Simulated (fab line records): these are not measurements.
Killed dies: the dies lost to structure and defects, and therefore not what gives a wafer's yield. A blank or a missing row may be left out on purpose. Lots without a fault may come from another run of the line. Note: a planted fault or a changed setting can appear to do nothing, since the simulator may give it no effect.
Chamber matching + flow nand-harc + NHARC_P_CONTACT_CMP_24 on cmp-04 has 4 sister chambers
The step polishes, t overpolish 30 s, target thk 200 nm. 14 wafers are shown with their chamber, then 7 later ones without.

## WAFERS WITH THEIR CHAMBER
| wafer  | chamber | motor-current-A (A) | time-to-endpoint-s (s) | overpolish-run-s (s) |
|--------|---------|---------------------|------------------------|----------------------|
| L482.1 | 0       | 11.7                | 36.9                   | 29.988               |
| L482.2 | 2       | 14.5                | 36.7                   | 29.991               |
| L482.4 | 3       | 14.2                | 39.3                   | 30.015               |
| L486.2 | 0       | 12.1                | 34.9                   | 30.011               |
| L486.4 | 2       | 14.2                | 35.6                   | 29.994               |
| L486.6 | 1       | 11.5                | 39.2                   | 30.006               |
| L488.3 | 1       | 11.3                | 37.7                   | 30.003               |
| L488.4 | 0       | 11.6                | 36.0                   | 29.992               |
| L488.6 | 2       | 14.6                | 33.7                   | 30.007               |
| L487.3 | 1       | 11.5                | 39.2                   | 30.009               |
| L487.4 | 2       | 13.8                | 32.7                   | 30.000               |
| L487.5 | 0       | 12.5                | 34.5                   | 30.010               |
| L489.1 | 0       | 12.0                | 33.9                   | 30.016               |
| L489.4 | 3       | 13.1                | 39.2                   | 29.997               |

SIGNATURES, as means of the wafers listed above
| reading            | chamber 0 | chamber 1 | chamber 2 | chamber 3 | scatter within a chamber |
|--------------------|-----------|-----------|-----------|-----------|--------------------------|
| motor-current-A    | 11.980    | 11.433    | 14.275    | 13.650    | 0.391                    |
| time-to-endpoint-s | 35.240    | 38.700    | 34.675    | 39.250    | 1.31                     |
| overpolish-run-s   | 30.00340  | 30.00600  | 29.99800  | 30.00600  | 0.00978                  |
Rule: a wafer lies at a distance from a chamber equal to the root of the sum of squares, over the readings, of (its reading less the chamber's mean, divided by the reading's scatter). The wafer belongs to the nearest chamber; if the next one is less than 2 further off, it can't be placed. The scatter: take each reading less its chamber's mean, square it, sum over the shown wafers, divide by the number of wafers less the number of chambers, and take the root.

## WAFERS WHOSE CHAMBER IS MISSING
| wafer  | motor-current-A (A) | time-to-endpoint-s (s) | overpolish-run-s (s) |
|--------|---------------------|------------------------|----------------------|
| L489.5 | 14.4                | 32.6                   | 30.020               |
| L497.1 | 11.2                | 38.7                   | 29.994               |
| L497.4 | 13.0                | 38.4                   | 29.999               |
| L497.5 | 13.6                | 36.2                   | 30.004               |
| L504.3 | 12.4                | 37.3                   | 30.004               |
| L504.4 | 14.7                | 34.4                   | 29.976               |
| L504.5 | 13.6                | 39.2                   | 30.005               |

## EACH ONE'S CHAMBER
| wafer  | from the rows above          | in truth |
|--------|------------------------------|----------|
| L489.5 | 2                            | 2        |
| L497.1 | 1                            | 1        |
| L497.4 | can't be placed: 3 or 0      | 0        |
| L497.5 | can't be placed: 2 or 3      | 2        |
| L504.3 | can't be placed: 0 or 1 or 3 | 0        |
| L504.4 | 2                            | 2        |
| L504.5 | 3                            | 3        |
Correct placement for 4 of the 7. From these rows, 3 cannot be placed; in 3 the true chamber is one of the candidates. Number placed wrongly: 0.
